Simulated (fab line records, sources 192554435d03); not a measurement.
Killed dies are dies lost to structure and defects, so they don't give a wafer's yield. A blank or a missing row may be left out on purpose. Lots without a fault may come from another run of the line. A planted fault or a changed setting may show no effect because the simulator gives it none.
Chamber matching | flow n5_finfet | N5_HKMG_FIN_NWFM_ALD_20 on ald_metal-03: 4 sister chambers
The step deposits TiAlC, target thk 2 nm, pulse time 3 s, purge time 2 s. 8 wafers are shown with their chamber, then 6 later ones without.

WAFERS WITH THEIR CHAMBER
wafer  | chamber | heater_power_w (W) | precursor_pulse_height_rel
L170.3 | 3       | 535                | 1.012
L170.4 | 1       | 515                | 1.010
L170.6 | 2       | 500                | 1.003
L179.2 | 0       | 431                | 1.018
L179.3 | 1       | 523                | 0.995
L179.4 | 3       | 530                | 0.996
L184.1 | 0       | 417                | 1.015
L184.2 | 2       | 490                | 1.007

WAFERS WITHOUT THEIR CHAMBER
wafer  | heater_power_w (W) | precursor_pulse_height_rel
L184.3 | 518                | 1.006
L186.1 | 432                | 1.032
L186.3 | 515                | 1.003
L189.2 | 531                | 0.992
L189.4 | 422                | 1.007
L189.6 | 506                | 1.001

WHICH CHAMBER EACH WENT THROUGH
wafer  | from the rows above     | in truth
L184.3 | can't be placed: 1 or 3 | 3
L186.1 | 0                       | 0
L186.3 | can't be placed: 1 or 3 | 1
L189.2 | can't be placed: 3 or 1 | 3
L189.4 | 0                       | 0
L189.6 | can't be placed: 2 or 1 | 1
Placed correctly: 2 of 6. Can't be placed from these rows: 4 (the true chamber is among the candidates in 4). Placed wrongly: 0.
How it was worked out, from the rows above alone: a wafer's distance from a chamber is the root of the sum, over the readings, of the square of ((its reading less the chamber's mean) divided by the reading's scatter). The wafer belongs to the nearest chamber; if the next one is less than 2 further off, it can't be placed. A chamber's mean is the mean of its shown wafers. The scatter: the root of (the sum of the squares of (reading less its chamber's mean) over the shown wafers, divided by (wafers less chambers)).
